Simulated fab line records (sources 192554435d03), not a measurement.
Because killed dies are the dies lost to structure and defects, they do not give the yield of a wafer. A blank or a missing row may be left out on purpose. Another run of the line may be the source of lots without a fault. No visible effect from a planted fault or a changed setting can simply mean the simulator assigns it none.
fab line records	flow n5Finfet
record: lots: 7	wafers: 21
route steps=1938 shown SDB@348 GATE_CUT@469 MOL_CONTACT_COAG@559 BEOL_M0_SAQP@680 BEOL_M0_CUTY@711 BEOL_M0@726 BEOL_M3@933
startH: the number of hours between the record's first day and the start of the first shown wafer of the lot	waitH: hours elapsed since this lot's preceding step	" same as the row above	L1.1+2: a row that stands for several wafers	- value missing, or start not given	* or withheld: withheld	< > ~ a bound
route shown NAME@n: names a module that has steps shown in the file, with the first one's number in the route	usual: mean and standard deviation over wafers with no fault	same: alike in all rows	chamber/n: place in a boat	sites: each site's reading	_std_site: standard deviation across them	_edge_site: inner sites' mean taken away from outer sites' mean	radiusMm: how far each site lies from the wafer's centre	mask NAME#n: copy n	behind: the last tool/chamber to shape the wafer	hold: why the lot was held/for how many hours/how that ended	device: whichever transistor did not switch (one of n, p or np)	end of line: tests run on the same wafers once the route is complete	a step with no rows: only its recipe	killed: dies that structure and defects cost at the first sort, which is not the same as the wafer's yield	map: shows each die of a wafer: x if killed, . if not, _ if none is there
set.NAME: setting as actually run; set.NAME@STEP: the setting as run at that earlier step	model.NAME: the simulator's own value behind a step, which no gauge read
one table per step and one row per wafer, for lots whose settings were changed on purpose
== steps ==
step: N5_SDB_COAT_03
recipe: resist: SOC	tempC: 250	timeS: 60	spinRpm: 1500	resistThkNm: 100
lot.wafer	tool	chamber	startH	waitH	set.spinRpm	model.SOC_of_SDB_COAT_03.thkNm
L074.3	lithoTrack-03	0	65.65	0.1	1500	99.6
L074.4+6	"	0	"	"	1500	99.8
L077.1	lithoTrack-04	0	84.35	0.1	1500	99.8
L077.2	"	0	"	"	1500	99.6
L077.5	"	0	"	"	1340	105.6
L078.3	lithoTrack-04	0	90.51	0.1	1664	95
L078.5	"	0	"	"	1664	95.2
L078.6	"	0	"	"	1500	100.2
L081.1	lithoTrack-03	0	109.27	0.1	1500	100.6
L081.2+4	"	0	"	"	1500	100.2
L082.4+6	lithoTrack-03	0	111.46	0.0	1650	95.4
L082.5	"	0	"	"	1500	100
L084.2	lithoTrack-02	0	125.20	0.1	1390	104.2
L084.5	"	0	"	"	1500	99.8
L084.6	"	0	"	"	1390	104
L095.1+2+3	lithoTrack-02	0	190.26	0.1	1500	100.2
step: N5_SDB_COAT_04
recipe: resist: SiARC	tempC: 220	timeS: 60	spinRpm: 1500	resistThkNm: 18
step: N5_SDB_COAT_05
recipe: resist: CAR-ArF	spinRpm: 1500	resistThkNm: 90
step: N5_SDB_DESCUM_16
recipe: chemistry: O2	timeS: 7.9	sourcePowerW: 50	biasPowerW: 20	pressureMtorr: 20	rfFrequencyHz: 2.712e+07	tempC: 40	resist: CAR-ArF	o2FlowSccm: 225
step: N5_SDB_ETCH_17
recipe: chemistry: CF4	target: SiARC	targetDepthA: 234	maskMaterial: CAR-ArF	timeS: 39	ionEnergyEv: 80	pressureMtorr: 40	sourceW: 545	biasW: 36	Ar_flow_sccm: 100	cf4FlowSccm: 100	ends: cleared
step: N5_SDB_ETCH_18
recipe: chemistry: N2/H2	target: SOC	targetDepthA: 1000	overetchA: 200	maskMaterial: SiARC	tempC: 40	timeS: 150	ionEnergyEv: 200	pressureMtorr: 30	sourceW: 840	biasW: 150	n2FlowSccm: 200	h2FlowSccm: 200
lot.wafer	tool	chamber	startH	waitH	set.spinRpm@SDB_COAT_03	model.etch.depthNm
L074.3	rieDiel-04	0	66.30	0.0	1500	99.59
L074.4	"	3	"	"	1500	99.89
L074.6	"	1	"	"	1500	99.86
L077.1	rieDiel-02	2	85.18	0.0	1500	99.89
L077.2	"	1	"	"	1500	99.53
L077.5	"	3	"	"	1340	105.5
L078.3	rieDiel-06	0	91.20	0.1	1664	95.04
L078.5	"	0	"	"	1664	95.23
L078.6	"	3	"	"	1500	100.1
L081.1	rieDiel-06	3	109.86	0.0	1500	100.6
L081.2	"	0	"	"	1500	100.1
L081.4	"	0	"	"	1500	100.3
L082.4+6	rieDiel-04	1,2	112.05	0.1	1650	95.31
L082.5	"	0	"	"	1500	100.1
L084.2+6	rieDiel-06	0,2	125.83	0.0	1390	104.1
L084.5	"	0	"	"	1500	99.87
L095.1+2+3	rieDiel-02	1,0,3	190.79	0.0	1500	100.2
step: N5_SDB_STRIP_19
recipe: chemistry: N2/H2	tempC: 40	n2FlowSccm: 200	h2FlowSccm: 200	rfFrequencyHz: 6e+07
step: N5_SDB_STRIP_21
recipe: chemistry: CF4	resist: SiARC	powerW: 300	biasPowerW: 75	pressureMtorr: 50	cf4FlowSccm: 150	rfFrequencyHz: 6e+07
step: N5_SDB_HM_OPEN_20
recipe: chemistry: CH3F/O2	target: SiNx	maskMaterial: SOC	targetDepthA: 240	stopOn: poly-Si	overEtchFrac: 0.4	ionEnergyEv: 120	pressureMtorr: 30	sourceW: 395	biasW: 73	Ar_flow_sccm: 150	CH3F_flow_sccm: 30	O2_flow_sccm: 20
step: N5_SDB_STRIP_22
recipe: chemistry: N2/H2	powerW: 1000	tempC: 250	h2Frac: 0.65	overashFraction: 0.3	pressureMtorr: withheld	n2FlowSccm: 1750	h2FlowSccm: 3250
usual: stripTimeToEndpointS: 96.3/0.4
lot.wafer	tool	chamber	startH	waitH	set.spinRpm@SDB_COAT_03	stripTimeToEndpointS
L074.3	plasmaAsher-02	0	66.58	0.1	1500	95.9
L074.4	"	1	"	"	1500	96.1
L074.6	"	0	"	"	1500	95.6
L077.1	plasmaAsher-01	1	85.42	0.1	1500	96.2
L077.2	"	0	"	"	1500	95.8
L077.5	"	1	"	"	1340	101.2
L078.3	plasmaAsher-02	1	91.53	0.1	1664	91.4
L078.5	"	1	"	"	1664	91.6
L078.6	"	0	"	"	1500	96.6
L081.1	plasmaAsher-02	0	110.21	0.1	1500	97.1
L081.2	"	1	"	"	1500	96.2
L081.4	"	1	"	"	1500	96.4
L082.4	plasmaAsher-01	0	112.26	0.1	1650	91.3
L082.5	"	1	"	"	1500	96.4
L082.6	"	0	"	"	1650	92.0
L084.2	plasmaAsher-02	0	126.07	0.1	1390	100.0
L084.5	"	0	"	"	1500	96.0
L084.6	"	1	"	"	1390	99.9
L095.1	plasmaAsher-02	1	191.03	0.1	1500	96.4
L095.2	"	0	"	"	1500	96.3
L095.3	"	0	"	"	1500	96.2
step: N5_SDB_ETCH_25
recipe: chemistry: C4F6/O2	target: SiO2	targetDepthA: 100	timeS: 3.3	ionEnergyEv: 250	maskMaterial: SiNx	pressureMtorr: 30	sourceW: 345	biasW: 185	Ar_flow_sccm: 300	C4F6_flow_sccm: 10	O2_flow_sccm: 10
lot.wafer	tool	chamber	startH	waitH	set.timeS	model.etch.depthNm
L074.3	rieDiel-02	0	66.88	0.2	3.3	10.15
L074.4	"	2	"	"	3.988	12.07
L074.6	"	2	"	"	3.3	9.996
L077.1	rieDiel-06	3	85.97	0.4	3.3	9.984
L077.2	"	0	"	"	2.932	9.028
L077.5	"	2	"	"	2.932	8.92
L078.3	rieDiel-04	3	91.71	0.0	2.75	8.208
L078.5	"	0	"	"	3.3	9.881
L078.6	"	1	"	"	2.75	8.503
L081.1	rieDiel-02	1	110.43	0.0	3.3	9.961
L081.2	"	2	"	"	3.3	9.914
L081.4	"	0	"	"	3.3	10.21
L082.4	rieDiel-04	1	112.47	0.1	3.3	10.31
L082.5	"	0	"	"	3.3	9.953
L082.6	"	2	"	"	2.685	8.054
L084.2	rieDiel-02	2	126.29	0.0	3.852	11.45
L084.5	"	2	"	"	3.852	11.43
L084.6	"	3	"	"	3.852	11.8
L095.1	rieDiel-06	3	191.46	0.2	3.006	8.926
L095.2	"	2	"	"	3.006	9.082
L095.3	"	0	"	"	3.3	10.25
step: N5_GATE_CUT_ETCH_58
recipe: chemistry: CH3F/O2	target: SiNx	targetDepthA: 170	timeS: 128.6	ionEnergyEv: 50	pressureMtorr: 30	sourceW: 415	biasW: 21	Ar_flow_sccm: 150	CH3F_flow_sccm: 30	O2_flow_sccm: 20
lot.wafer	tool	chamber	startH	waitH	set.timeS	model.etch.depthNm
L074.3	rieDiel-03	3	80.87	0.1	116.8	15.27
L074.4	"	1	"	"	128.6	16.95
L074.6	"	2	"	"	128.6	17.07
L077.1	rieDiel-03	3	99.15	0.0	103.7	13.44
L077.2	"	2	"	"	128.6	16.82
L077.5	"	3	"	"	128.6	16.71
L078.3	rieDiel-05	1	106.50	0.0	128.6	16.99
L078.5	"	0	"	"	128.6	17.31
L078.6	"	3	"	"	128.6	17.16
L081.1	rieDiel-05	2	124.24	0.2	128.6	17.1
L081.2	"	1	"	"	128.6	16.79
L081.4	"	0	"	"	128.6	17.21
L082.4+5	rieDiel-03	0,2	125.86	0.0	128.6	16.77
L082.6	"	3	"	"	128.6	16.59
L084.2	rieDiel-01	3	140.12	0.0	128.6	16.63
L084.5	"	0	"	"	128.6	16.91
L084.6	"	3	"	"	128.6	16.84
L095.1	rieDiel-01	0	204.79	0.1	140.4	18.5
L095.2	"	2	"	"	128.6	16.49
L095.3	"	1	"	"	140.4	18.98
step: N5_GATE_CUT_DESCUM_18
recipe: chemistry: O2	timeS: 7	sourcePowerW: 50	biasPowerW: 20	pressureMtorr: 20	rfFrequencyHz: 2.712e+07	tempC: 40	resist: CAR-EUV	o2FlowSccm: 225
lot.wafer	tool	chamber	startH	waitH	set.timeS	model.CAR-EUV_of_GATE_CUT_COAT_07.thkNm
L074.3	rieDiel-01	1	84.54	0.1	8.304	25.4
L074.4	"	0	"	"	7	26
L074.6	"	2	"	"	7	26.2
L077.1+2	rieDiel-01	0,2	102.65	0.0	7	26
L077.5	"	2	"	"	7	26.2
L078.3	rieDiel-03	2	109.87	0.0	6.197	26.4
L078.5+6	"	3,2	"	"	7	26
L081.1	rieDiel-03	0	127.75	0.0	7	26.4
L081.2+4	"	1,3	"	"	7	26.2
L082.4	rieDiel-01	2	129.83	0.0	8.449	25.4
L082.5+6	"	1,0	"	"	7	26
L084.2	rieDiel-05	2	143.65	0.0	7	26.2
L084.5	"	2	"	"	8.493	25.4
L084.6	"	3	"	"	8.493	25.6
L095.1	rieDiel-05	3	208.43	0.0	6.456	26.4
L095.2+3	"	0,2	"	"	7	26
step: N5_GATE_CUT_ETCH_28
recipe: chemistry: N2/H2	target: underlayer	targetDepthA: 130	maskMaterial: CAR-EUV	timeS: 10.4	ionEnergyEv: 200	pressureMtorr: 30	sourceW: 840	biasW: 150	n2FlowSccm: 200	h2FlowSccm: 200	ends: cleared
step: N5_GATE_CUT_ETCH_36
recipe: chemistry: CF4	target: SiARC	targetDepthA: 130	maskMaterial: CAR-EUV	timeS: 21.7	ionEnergyEv: 80	pressureMtorr: 40	sourceW: 545	biasW: 36	Ar_flow_sccm: 100	cf4FlowSccm: 100	ends: cleared
lot.wafer	tool	chamber	startH	waitH	set.timeS@GATE_CUT_DESCUM_18	model.CAR-EUV_of_GATE_CUT_COAT_07.thkNm
L074.3	rieDiel-01	1	84.59	0.0	8.304	6.2
L074.4	"	0	"	"	7	6.8
L074.6	"	2	"	"	7	7.2
L077.1	rieDiel-01	0	102.70	0.0	7	6.8
L077.2+5	"	2	"	"	7	7
L078.3	rieDiel-03	2	109.93	0.0	6.197	7.4
L078.5+6	"	3,2	"	"	7	6.8
L081.1+2	rieDiel-03	0,1	127.81	0.0	7	7.2
L081.4	"	3	"	"	7	7
L082.4	rieDiel-01	2	129.88	0.0	8.449	6.2
L082.5	"	1	"	"	7	7
L082.6	"	0	"	"	7	6.8
L084.2	rieDiel-05	2	143.70	0.0	7	6.8
L084.5	"	2	"	"	8.493	6.2
L084.6	"	3	"	"	8.493	6.4
L095.1	rieDiel-05	3	208.48	0.0	6.456	7.4
L095.2	"	0	"	"	7	7
L095.3	"	2	"	"	7	6.8
step: N5_MOL_CONTACT_COAG_ALD_27
recipe: material: SiOC	targetThkA: 170	tempC: 400	aldPrecursorFamily: carbosiloxane	aldCoReactant: H2-plasma	pulseTimeS: 1.5	timeS: 2720	purgeTimeS: 2	coReactantPurgeTimeS: 2	aldCycles: 340	pressureTorr: 2
lot.wafer	tool	chamber	startH	waitH	set.aldCycles	model.SiOC_of_MOL_CONTACT_COAG_ALD_27.thkNm
L074.3+6	aldSin-04	2	96.13	0.0	340	17.2
L074.4	"	1	"	"	340	17
L077.1+5	aldSin-01	3,0	111.71	0.0	340	17.2
L077.2	"	2	"	"	371	18.6
L078.3+6	aldSin-01	0	122.05	0.0	309	15.6
L078.5	"	1	"	"	340	17
L081.1+2+4	aldSin-03	1,2,0	137.81	0.0	340	17
L082.4	aldSin-04	0	142.17	0.4	340	17
L082.5	"	3	"	"	368	18.4
L082.6	"	2	"	"	340	17.2
L084.2	aldSin-01	0	153.27	0.1	340	17.2
L084.5+6	"	1,2	"	"	388	19.4
L095.1+2	aldSin-04	1,0	219.01	0.0	370	18.4
L095.3	"	2	"	"	340	17
step: N5_MOL_CONTACT_COAG_ETCH_67
recipe: chemistry: N2/H2	target: SOC	targetDepthA: 600	overetchA: 210	maskMaterial: SiARC	tempC: 40	timeS: 101.2	ionEnergyEv: 200	pressureMtorr: 30	sourceW: 840	biasW: 150	n2FlowSccm: 200	h2FlowSccm: 200
usual: rfVppV: 523.7/2.4
lot.wafer	tool	chamber	startH	waitH	set.sourceW	rfVppV
L074.3	rieDiel-04	1	101.02	0.0	840	526.2
L074.4	"	3	"	"	840	523.4
L074.6	"	0	"	"	840	522.5
L077.1	rieDiel-06	3	116.68	0.0	798.6	531.8
L077.2	"	2	"	"	840	520.6
L077.5	"	0	"	"	840	525.2
L078.3	rieDiel-04	1	126.96	0.0	797.9	535.4
L078.5	"	0	"	"	840	522.1
L078.6	"	1	"	"	797.9	534.2
L081.1	rieDiel-02	2	143.30	0.0	840	522.8
L081.2	"	0	"	"	840	524.3
L081.4	"	1	"	"	840	527.8
L082.4	rieDiel-04	2	146.82	0.0	903.2	508.3
L082.5	"	1	"	"	903.2	512.8
L082.6	"	2	"	"	840	520.2
L084.2	rieDiel-02	2	158.36	0.0	840	523.7
L084.5	"	2	"	"	918.5	509.3
L084.6	"	1	"	"	840	526.9
L095.1	rieDiel-04	3	223.62	0.0	840	522.3
L095.2	"	0	"	"	840	521.7
L095.3	"	1	"	"	840	524.7
step: N5_BEOL_M0_SAQP_COAT_69
recipe: resist: SOC	tempC: 250	timeS: 60	spinRpm: 1500	resistThkNm: 90
lot.wafer	tool	chamber	startH	waitH	set.spinRpm	model.SOC_of_BEOL_M0_SAQP_COAT_69.thkNm
L074.3	lithoTrack-05	0	111.45	0.0	1500	89.8
L074.4	"	0	"	"	1500	89.6
L074.6	"	0	"	"	1500	90
L077.1	lithoTrack-01	0	126.69	0.0	1500	90.4
L077.2	"	0	"	"	1500	90.2
L077.5	"	0	"	"	1407	93
L078.3+5	lithoTrack-02	0	136.90	0.0	1500	90.2
L078.6	"	0	"	"	1500	90
L081.1+2	lithoTrack-02	0	154.00	0.0	1500	90
L081.4	"	0	"	"	1500	90.2
L082.4	lithoTrack-01	0	156.76	0.0	1450	91.4
L082.5	"	0	"	"	1500	90
L082.6	"	0	"	"	1500	89.8
L084.2	lithoTrack-02	0	167.82	0.0	1500	89.8
L084.5	"	0	"	"	1649	85.6
L084.6	"	0	"	"	1649	85.4
L095.1+2	lithoTrack-02	0	234.54	0.0	1500	90
L095.3	"	0	"	"	1500	89.8
step: N5_BEOL_M0_SAQP_COAT_72
recipe: resist: SiARC	tempC: 220	timeS: 60	spinRpm: 1500	resistThkNm: 15
step: N5_BEOL_M0_SAQP_COAT_87
recipe: resist: underlayer	tempC: 205	timeS: 60	spinRpm: 1500	resistThkNm: 5
step: N5_BEOL_M0_CUTY_DESCUM_61
recipe: chemistry: O2	timeS: 7.9	sourcePowerW: 50	biasPowerW: 20	pressureMtorr: 20	rfFrequencyHz: 2.712e+07	tempC: 40	resist: CAR-ArF-block	o2FlowSccm: 225
step: N5_BEOL_M0_CUTY_ETCH_62
recipe: chemistry: CF4	target: SiARC	maskMaterial: CAR-ArF-block	timeS: 58.5	ionEnergyEv: 80	pressureMtorr: 40	sourceW: 545	biasW: 36	Ar_flow_sccm: 100	cf4FlowSccm: 100	ends: cleared
step: N5_BEOL_M0_CUTY_ETCH_63
recipe: chemistry: N2/H2	target: SOC	targetDepthA: 827	overetchA: 165	maskMaterial: SiARC	tempC: 40	ionEnergyEv: 200	timeS: 124	pressureMtorr: 30	sourceW: 840	biasW: 150	n2FlowSccm: 200	h2FlowSccm: 200
lot.wafer	tool	chamber	startH	waitH	set.spinRpm@BEOL_M0_SAQP_COAT_69	model.etch.depthNm
L074.3	rieDiel-04	2	114.17	0.0	1500	70.38
L074.4	"	2	"	"	1500	70.65
L074.6	"	1	"	"	1500	70.9
L077.1	rieDiel-04	0	128.58	0.0	1500	70.91
L077.2	"	2	"	"	1500	70.98
L077.5	"	1	"	"	1407	73.9
L078.3	rieDiel-02	0	138.76	0.0	1500	71.22
L078.5	"	2	"	"	1500	71.11
L078.6	"	1	"	"	1500	71.31
L081.1	rieDiel-04	2	156.14	0.0	1500	70.8
L081.2	"	0	"	"	1500	70.84
L081.4	"	3	"	"	1500	71.11
L082.4	rieDiel-06	0	158.84	0.1	1450	72.2
L082.5	"	2	"	"	1500	70.81
L082.6	"	3	"	"	1500	70.69
L084.2	rieDiel-02	0	169.79	0.0	1500	70.36
L084.5	"	2	"	"	1649	66.3
L084.6	"	0	"	"	1649	66.21
L095.1	rieDiel-04	1	237.48	0.0	1500	71.14
L095.2	"	2	"	"	1500	70.83
L095.3	"	3	"	"	1500	70.6
step: N5_BEOL_M0_ETCH_109
recipe: chemistry: CH3F/O2	targetDepthA: 80	overetchA: 24	target: SiCN	timeS: 27.4	ionEnergyEv: 120	pressureMtorr: 30	sourceW: 395	biasW: 75	Ar_flow_sccm: 150	CH3F_flow_sccm: 30	O2_flow_sccm: 20
usual: rfVppV: 297.2/1.6
lot.wafer	tool	chamber	startH	waitH	set.biasW	rfVppV
L074.3	rieDiel-06	0	115.33	0.0	75	298.1
L074.4	"	0	"	"	75	297.6
L074.6	"	3	"	"	75	295.7
L077.1	rieDiel-06	2	132.49	0.1	66.88	273.3
L077.2	"	3	"	"	66.88	275.2
L077.5	"	0	"	"	75	296.8
L078.3	rieDiel-04	2	142.01	0.3	75	296.8
L078.5	"	2	"	"	75	297.7
L078.6	"	3	"	"	75	297.7
L081.1	rieDiel-04	1	157.94	0.0	75	297.5
L081.2	"	2	"	"	75	294.9
L081.4	"	3	"	"	75	296.1
L082.4	rieDiel-06	2	159.78	0.1	75	295.7
L082.5	"	3	"	"	70.18	285.2
L082.6	"	0	"	"	75	297.3
L084.2	rieDiel-06	3	172.16	0.2	75	296.0
L084.5	"	3	"	"	75	298.0
L084.6	"	0	"	"	84.62	321.4
L095.1	rieDiel-02	3	239.29	0.1	75	300.0
L095.2	"	0	"	"	75	297.6
L095.3	"	2	"	"	75	296.1
step: N5_BEOL_M3_PECVD_72
recipe: material: SiO2	targetThkA: 160	tempC: 400	precursor: TEOS/O2	pressureTorr: 5.5	rfW: 450	teosFlowSccm: 53.8	gas: O2	flowSccm: 3000	timeS: 18
lot.wafer	tool	chamber	startH	waitH	set.timeS	model.SiO2_of_BEOL_M3_PECVD_72.thkNm
L074.3	pecvd-03	0	141.80	0.0	16.86	14.8
L074.4	"	2	"	"	18	16.4
L074.6	"	0	"	"	18	16
L077.1	pecvd-02	1	157.23	0.0	16.88	15.2
L077.2	"	0	"	"	16.88	15
L077.5	"	0	"	"	16.88	15.4
L078.3	pecvd-04	2	163.49	0.0	18	15.8
L078.5	"	1	"	"	15.31	13.4
L078.6	"	2	"	"	15.31	13.8
L081.1+4	pecvd-02	2,1	184.69	0.0	18	16
L081.2	"	1	"	"	18	15.6
L082.4	pecvd-02	2	189.15	0.1	19.09	17.4
L082.5	"	1	"	"	18	15.8
L082.6	"	2	"	"	18	16
L084.2	pecvd-03	1	191.54	0.0	15.85	14
L084.5	"	1	"	"	15.85	14.4
L084.6	"	0	"	"	18	16.2
L095.1+3	pecvd-03	2,0	263.65	0.0	18	16
L095.2	"	1	"	"	18	16.4
step: N5_BEOL_M3_ETCH_70
recipe: chemistry: N2/H2	target: SOC	targetDepthA: 800	overetchA: 160	maskMaterial: SiARC	tempC: 40	timeS: 120	ionEnergyEv: 200	pressureMtorr: 30	sourceW: 840	biasW: 150	n2FlowSccm: 200	h2FlowSccm: 200
usual: rfVppV: 523.7/2.8
lot.wafer	tool	chamber	startH	waitH	set.biasW	rfVppV	model.SiARC_of_BEOL_M3_COAT_68.thkNm
L074.3	rieDiel-03	3	144.36	0.0	150	526.2	6.6
L074.4	"	1	"	"	150	523.2	6.4
L074.6	"	1	"	"	150	522.4	6.4
L077.1	rieDiel-03	2	163.41	0.0	150	521.7	6.4
L077.2	"	3	"	"	150	526.1	6.6
L077.5	"	2	"	"	150	520.2	6.4
L078.3	rieDiel-03	0	172.29	0.0	150	523.5	6.4
L078.5	"	1	"	"	132.9	483.8	7.2
L078.6	"	0	"	"	150	523.8	6.4
L081.1	rieDiel-03	2	189.51	0.0	150	522.2	6.4
L081.2	"	3	"	"	150	526.0	6.6
L081.4	"	3	"	"	150	526.4	6.6
L082.4	rieDiel-03	0	194.90	0.0	150	524.1	6.4
L082.5	"	0	"	"	161.9	550.1	6
L082.6	"	3	"	"	161.9	551.0	6
L084.2	rieDiel-05	0	195.75	0.0	150	518.0	6.2
L084.5	"	3	"	"	150	526.0	6.2
L084.6	"	0	"	"	150	518.4	6.2
L095.1	rieDiel-05	1	266.69	0.0	150	527.3	6.6
L095.2	"	2	"	"	128.4	477.4	7.4
L095.3	"	3	"	"	128.4	476.9	7.4
== key ==
split: step: N5_SDB_COAT_03	setting: spinRpm	stated: 1500	by: wafer
response: step: N5_SDB_COAT_03	reading: model.SOC_of_SDB_COAT_03.thkNm	change: -0.507	per: 1%	r: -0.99
response: step: N5_SDB_ETCH_18	reading: model.etch.depthNm	change: -0.506	per: 1%	r: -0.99
response: step: N5_SDB_STRIP_22	reading: stripTimeToEndpointS	change: *	per: 1%	r: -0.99
split: step: N5_SDB_ETCH_25	setting: timeS	stated: 3.3	by: wafer
response: step: N5_SDB_ETCH_25	reading: model.etch.depthNm	change: +0.102	per: 1%	r: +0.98
split: step: N5_GATE_CUT_ETCH_58	setting: timeS	stated: 128.6	by: wafer
response: step: N5_GATE_CUT_ETCH_58	reading: model.etch.depthNm	change: +0.186	per: 1%	r: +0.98
split: step: N5_GATE_CUT_DESCUM_18	setting: timeS	stated: 7	by: wafer
response: step: N5_GATE_CUT_DESCUM_18	reading: model.CAR-EUV_of_GATE_CUT_COAT_07.thkNm	change: -0.0338	per: 1%	r: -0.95
response: step: N5_GATE_CUT_ETCH_36	reading: model.CAR-EUV_of_GATE_CUT_COAT_07.thkNm	change: -0.0357	per: 1%	r: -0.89
split: step: N5_MOL_CONTACT_COAG_ALD_27	setting: aldCycles	stated: 340	by: wafer
response: step: N5_MOL_CONTACT_COAG_ALD_27	reading: model.SiOC_of_MOL_CONTACT_COAG_ALD_27.thkNm	change: +0.156	per: 1%	r: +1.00
split: step: N5_MOL_CONTACT_COAG_ETCH_67	setting: sourceW	stated: 840	by: wafer
response: step: N5_MOL_CONTACT_COAG_ETCH_67	reading: rfVppV	change: -1.7	per: 1%	r: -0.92
split: step: N5_BEOL_M0_SAQP_COAT_69	setting: spinRpm	stated: 1500	by: wafer
response: step: N5_BEOL_M0_SAQP_COAT_69	reading: model.SOC_of_BEOL_M0_SAQP_COAT_69.thkNm	change: -0.435	per: 1%	r: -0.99
response: step: N5_BEOL_M0_CUTY_ETCH_63	reading: model.etch.depthNm	change: -0.431	per: 1%	r: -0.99
split: step: N5_BEOL_M0_ETCH_109	setting: biasW	stated: 75	by: wafer
response: step: N5_BEOL_M0_ETCH_109	reading: rfVppV	change: +1.95	per: 1%	r: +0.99
split: step: N5_BEOL_M3_PECVD_72	setting: timeS	stated: 18	by: wafer
response: step: N5_BEOL_M3_PECVD_72	reading: model.SiO2_of_BEOL_M3_PECVD_72.thkNm	change: +0.169	per: 1%	r: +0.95
split: step: N5_BEOL_M3_ETCH_70	setting: biasW	stated: 150	by: wafer
response: step: N5_BEOL_M3_ETCH_70	reading: rfVppV	change: +3.46	per: 1%	r: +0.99
response: step: N5_BEOL_M3_ETCH_70	reading: model.SiARC_of_BEOL_M3_COAT_68.thkNm	change: -0.0595	per: 1%	r: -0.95
